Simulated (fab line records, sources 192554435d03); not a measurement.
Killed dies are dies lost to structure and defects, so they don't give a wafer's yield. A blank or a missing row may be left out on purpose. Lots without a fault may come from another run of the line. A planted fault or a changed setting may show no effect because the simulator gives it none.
Split-lot experiment | flow n5_finfet | 7 lots, 21 wafers read, on a route of 1938 steps

THE SPLIT
At N5_GATE_CUT_DESCUM_18 (chemistry O2, time 7 s), the setting time_s was moved away from the recipe's 7 s on 10 of the 21 wafers read, by -16.8% to +15.1%. The other wafers ran this setting at the recipe's value.

The file shows no step between the split and the reading.

THE READING
CAR-EUV_of_GATE_CUT_COAT_07.thk_nm (the simulator's own value, which no gauge read), in nm, at N5_GATE_CUT_ETCH_36 (etches SiARC in CF4, target depth 13 nm, time 21.7 s). The file gives no usual value for it. The 11 wafers here that ran the recipe average 6.9 nm, standard deviation 0.15 nm.

wafer  | tool, chamber at the split | time_s as run, s | against the recipe | CAR-EUV_of_GATE_CUT_COAT_07.thk_nm, nm | against lot-mates on the recipe
L075.1 | rie_diel-04, 0,1,3         | 7                | recipe             | 6.8                                    | -
L075.2 | rie_diel-04, 0,1,3         | 7                | recipe             | 6.8                                    | -
L075.6 | rie_diel-04, 0,1,3         | 7                | recipe             | 7                                      | -
L076.2 | rie_diel-04, 0             | 7                | recipe             | 7                                      | -
L076.4 | rie_diel-04, 1,3           | 5.823            | -16.8%             | 7.6                                    | +0.6
L076.5 | rie_diel-04, 1,3           | 5.823            | -16.8%             | 7.6                                    | +0.6
L079.1 | rie_diel-06, 3,1,3         | 7                | recipe             | 7.2                                    | -
L079.3 | rie_diel-06, 3,1,3         | 7                | recipe             | 7                                      | -
L079.6 | rie_diel-06, 3,1,3         | 7                | recipe             | 7                                      | -
L081.2 | rie_diel-03, 0             | 6.405            | -8.5%              | 7.2                                    | +0.3
L081.3 | rie_diel-03, 1,2           | 7                | recipe             | 7                                      | -
L081.5 | rie_diel-03, 1,2           | 7                | recipe             | 6.8                                    | -
L088.3 | rie_diel-03, 1             | 7                | recipe             | 7                                      | -
L088.5 | rie_diel-03, 0,3           | 7.639            | +9.1%              | 6.6                                    | -0.4
L088.6 | rie_diel-03, 0,3           | 7.639            | +9.1%              | 6.6                                    | -0.4
L089.1 | rie_diel-03, 2             | 7                | recipe             | 6.6                                    | -
L089.4 | rie_diel-03, 0,3           | 8.056            | +15.1%             | 6.2                                    | -0.4
L089.6 | rie_diel-03, 0,3           | 8.056            | +15.1%             | 6.4                                    | -0.2
L093.1 | rie_diel-03, 0,3           | 5.838            | -16.6%             | 7.4                                    | no lot-mate on the recipe
L093.4 | rie_diel-03, 0,3           | 5.838            | -16.6%             | 7.4                                    | no lot-mate on the recipe
L093.3 | rie_diel-03, 1             | 5.838            | -16.6%             | 7.4                                    | no lot-mate on the recipe
Where a row lists several chambers, the file gives one row for several wafers and doesn't say which wafer went through which chamber.

THE FIT
A straight line over all 21 wafers: CAR-EUV_of_GATE_CUT_COAT_07.thk_nm changes by -0.0356 nm for each +1% of time_s; r = -0.94; the points scatter about the line by 0.13 nm.
The same after taking each lot's own level away (the mean of its wafers on the recipe; 18 wafers): -0.0311 nm for each +1%; r = -0.93; scatter 0.11 nm.
On that fit, the largest move of time_s shifts the reading by 0.52 nm.
The lots' own levels span 6.60 to 7.07 nm, that is 3.0 times the standard deviation above.
So the lot-to-lot level changes the slope: the two fits differ.
Check: with one of the wafers moved furthest among these (-16.8%) left out of the fit, the line predicts +0.515 nm for it against its lot-mates. It came out at +0.6 nm against them.

OTHER SPLITS ON THESE WAFERS
These wafers also went through other splits before the reading. Each is held against what the fit with the lots' levels taken away leaves over:
other split on the same wafers     | wafers away from the commonest value | r with CAR-EUV_of_GATE_CUT_COAT_07.thk_nm (lot level and that fit taken away)
N5_DUMMY_GATE_ETCH_37 source_w     | 6                                    | -0.59
N5_SD_EPI_N_ETCH_35 time_s         | 3                                    | -0.56
N5_SD_EPI_N_ETCH_16 target_depth_a | 7                                    | +0.00
N5_HKMG_FIN_COAT_43 spin_rpm       | 8                                    | -0.14
N5_HKMG_FIN_ETCH_35 time_s         | 3                                    | -0.63

THE WHOLE CHAIN: every reading that the file lists as answering this split, in the file's order
step                  | what it does                                         | reading                                                                             | change (the file's fit)                | r (the file's)
N5_GATE_CUT_DESCUM_18 | chemistry O2, time 7 s                               | CAR-EUV_of_GATE_CUT_COAT_07.thk_nm (the simulator's own value, which no gauge read) | -0.0295 nm for each +1% of the setting | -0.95
N5_GATE_CUT_ETCH_36   | etches SiARC in CF4, target depth 13 nm, time 21.7 s | CAR-EUV_of_GATE_CUT_COAT_07.thk_nm (the simulator's own value, which no gauge read) | -0.0313 nm for each +1% of the setting | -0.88

THE FILE'S OWN FIT
CAR-EUV_of_GATE_CUT_COAT_07.thk_nm changes by -0.0313 nm for each +1% of time_s, r = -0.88.
